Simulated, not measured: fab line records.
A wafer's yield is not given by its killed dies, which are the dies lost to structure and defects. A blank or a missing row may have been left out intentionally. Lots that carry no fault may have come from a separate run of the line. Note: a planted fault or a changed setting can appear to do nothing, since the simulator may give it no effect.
Chamber matching	flow n5 finfet	N5_BEOL_M3_ETCH_74 on rie diel-04: 4 sister chambers
The step etches underlayer in N2/H2, target depth 6.5 nm, time 5.2 s. 14 wafers are shown with their chamber, then 7 later ones without.

WAFERS, EACH WITH ITS CHAMBER
wafer	chamber	showerhead plenum p Torr (Torr)	throttle valve pct (%)	etch rf on time s (s)
L583.2	1	2.61	17.96	4.99
L583.4	2	2.50	17.36	4.92
L583.6	1	2.61	17.97	5.04
L587.3	2	2.49	17.35	4.98
L587.4	1	2.60	17.98	5.11
L587.5	2	2.49	17.36	5.04
L590.1	2	2.49	17.35	5.04
L590.3	0	2.62	18.07	5.32
L590.5	1	2.60	17.97	5.10
L600.1	3	2.60	17.70	5.29
L600.2	0	2.62	17.64	5.27
L600.3	2	2.48	17.37	5.05
L603.2	0	2.61	17.67	5.11
L603.3	2	2.48	17.41	4.98

SIGNATURES (means of the wafers above)
reading	chamber 0	chamber 1	chamber 2	chamber 3	scatter within a chamber
showerhead plenum p Torr	2.6167	2.6050	2.4883	2.6000	0.00671
throttle valve pct	17.7933	17.9700	17.3667	17.7000	0.109
etch rf on time s	5.2333	5.0600	5.0017	5.2900	0.0681
Rule: a wafer lies at a distance from a chamber equal to the root of the sum of squares, over the readings, of (its reading less the chamber's mean, divided by the reading's scatter). If the next closest chamber is less than 2 further off than the closest, the wafer can't be placed; otherwise it belongs to the closest. The scatter is the square root of a quotient: the sum, over the shown wafers, of each reading's squared deviation from its chamber's mean, divided by wafers minus chambers.

WAFERS MISSING THEIR CHAMBER
wafer	showerhead plenum p Torr (Torr)	throttle valve pct (%)	etch rf on time s (s)
L603.4	2.60	17.72	5.29
L605.2	2.48	17.41	5.05
L605.4	2.61	17.64	5.18
L605.5	2.60	17.74	5.26
L604.1	2.61	17.68	5.15
L604.2	2.59	17.57	4.92
L604.4	2.48	17.43	5.00

WHICH CHAMBER EACH ONE RAN IN
wafer	from the rows above	in truth
L603.4	3	3
L605.2	2	2
L605.4	can't be placed: 0 or 3 or 1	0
L605.5	can't be placed: 3 or 0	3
L604.1	can't be placed: 0 or 3 or 1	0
L604.2	can't be placed: 1 or 3 or 0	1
L604.4	2	2
Correctly placed: 3 of 7. Not placeable from these rows: 4 (in 4, the candidates include the true chamber). Wrongly placed: 0.
